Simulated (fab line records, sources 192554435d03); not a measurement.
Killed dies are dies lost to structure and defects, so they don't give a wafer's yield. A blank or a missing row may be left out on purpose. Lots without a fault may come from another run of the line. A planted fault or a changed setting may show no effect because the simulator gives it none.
Chamber matching | flow n5_finfet | N5_MOL_CONTACT_COAG_STRIP_96 on rie_diel-01: 4 sister chambers
The step strips in N2/H2. 18 wafers are shown with their chamber, then 9 later ones without.

WAFERS WITH THEIR CHAMBER
wafer  | chamber | showerhead_plenum_p_Torr (Torr) | throttle_valve_pct (%) | drypump_motor_current_A (A)
L074.1 | 0       | 3.53                            | 18.60                  | 5.2
L074.2 | 3       | 3.19                            | 19.53                  | 5.7
L074.3 | 1       | 3.44                            | 18.68                  | 6.1
L074.4 | 0       | 3.53                            | 18.59                  | 5.1
L074.5 | 1       | 3.44                            | 18.69                  | 6.1
L074.6 | 3       | 3.19                            | 19.55                  | 5.7
L075.1 | 1       | 3.44                            | 18.69                  | 6.1
L075.2 | 0       | 3.53                            | 18.57                  | 5.1
L075.5 | 0       | 3.53                            | 18.59                  | 5.2
L076.1 | 0       | 3.53                            | 18.60                  | 5.2
L076.2 | 2       | 3.44                            | 18.67                  | 5.6
L076.5 | 1       | 3.43                            | 18.68                  | 6.1
L079.2 | 0       | 3.53                            | 18.60                  | 5.2
L079.3 | 1       | 3.43                            | 18.72                  | 6.1
L079.6 | 0       | 3.53                            | 18.59                  | 5.2
L082.1 | 2       | 3.43                            | 18.70                  | 5.6
L082.2 | 0       | 3.52                            | 18.61                  | 5.2
L082.5 | 2       | 3.43                            | 18.68                  | 5.6

SIGNATURES (means of the wafers above)
reading                  | chamber 0 | chamber 1 | chamber 2 | chamber 3 | scatter within a chamber
showerhead_plenum_p_Torr | 3.5287    | 3.4360    | 3.4333    | 3.1900    | 0.00443
throttle_valve_pct       | 18.5938   | 18.6920   | 18.6833   | 19.5400   | 0.014
drypump_motor_current_A  | 5.175     | 6.100     | 5.600     | 5.700     | 0.0327
Rule: a wafer's distance from a chamber is the root of the sum, over the readings, of the square of ((its reading less the chamber's mean) divided by the reading's scatter). The wafer belongs to the nearest chamber; if the next one is less than 2 further off, it can't be placed. The scatter: the root of (the sum of the squares of (reading less its chamber's mean) over the shown wafers, divided by (wafers less chambers)).

WAFERS WITHOUT THEIR CHAMBER
wafer  | showerhead_plenum_p_Torr (Torr) | throttle_valve_pct (%) | drypump_motor_current_A (A)
L084.4 | 3.42                            | 18.74                  | 6.1
L084.5 | 3.52                            | 18.64                  | 5.2
L084.6 | 3.59                            | 19.16                  | 5.7
L091.2 | 3.58                            | 19.18                  | 5.7
L091.3 | 3.42                            | 18.73                  | 5.5
L091.4 | 3.51                            | 18.65                  | 5.2
L097.1 | 3.41                            | 18.73                  | 5.5
L097.3 | 3.41                            | 18.77                  | 6.1
L097.6 | 3.57                            | 19.19                  | 5.7

WHICH CHAMBER EACH WENT THROUGH
wafer  | from the rows above          | in truth
L084.4 | 1                            | 1
L084.5 | 0                            | 0
L084.6 | 0                            | 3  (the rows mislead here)
L091.2 | 0                            | 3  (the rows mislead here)
L091.3 | 2                            | 2
L091.4 | 0                            | 0
L097.1 | 2                            | 2
L097.3 | 1                            | 1
L097.6 | can't be placed: 0 or 2 or 1 | 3
Placed correctly: 6 of 9. Can't be placed from these rows: 1 (the true chamber is among the candidates in 0). Placed wrongly: 2.
